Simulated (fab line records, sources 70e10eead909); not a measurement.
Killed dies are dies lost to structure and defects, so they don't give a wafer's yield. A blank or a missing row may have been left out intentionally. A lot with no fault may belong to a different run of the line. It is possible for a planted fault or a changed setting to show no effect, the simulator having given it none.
Chamber matching | flow nand harc | pecvd-03 running NHARC_A_CONTACT_DEP_85: 3 sister chambers
The step deposits SiON, target thk 50 nm. 3 wafers are shown with their chamber, then 8 later ones without.

## WAFERS, EACH WITH ITS CHAMBER
wafer  | chamber | heater power w (W)
L082.4 | 2       | 708
L081.2 | 1       | 677
L087.4 | 0       | 604

## WAFERS WHOSE CHAMBER IS MISSING
wafer  | heater power w (W)
L087.5 | 836
L087.6 | 709
L091.1 | 702
L091.3 | 716
L091.4 | 709
L094.1 | 677
L094.5 | 676
L094.6 | 719

## WHICH CHAMBER EACH WENT THROUGH
wafer  | from the rows above          | in truth
L087.5 | can't be placed: 2 or 1      | 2
L087.6 | can't be placed: 2 or 1      | 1
L091.1 | can't be placed: 2 or 1      | 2
L091.3 | can't be placed: 2 or 1      | 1
L091.4 | can't be placed: 2 or 1      | 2
L094.1 | can't be placed: 1 or 2 or 0 | 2
L094.5 | can't be placed: 1 or 2 or 0 | 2
L094.6 | can't be placed: 2 or 1      | 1
Placed correctly: 0 of 8. Cannot be placed on the basis of these rows: 8; the candidates contain the true chamber in 8. Wrongly placed: 0.
How it was worked out, from the rows above alone: a wafer's distance from a chamber is the root of the sum, over the readings, of the square of ((its reading less the chamber's mean) divided by the reading's scatter). If the next closest chamber is less than 2 further off than the closest, the wafer can't be placed; otherwise it belongs to the closest. A chamber's mean is the mean of its shown wafers. The scatter: root of mean squared gap, hidden wafer to nearest shown wafer, with one shown wafer a chamber.
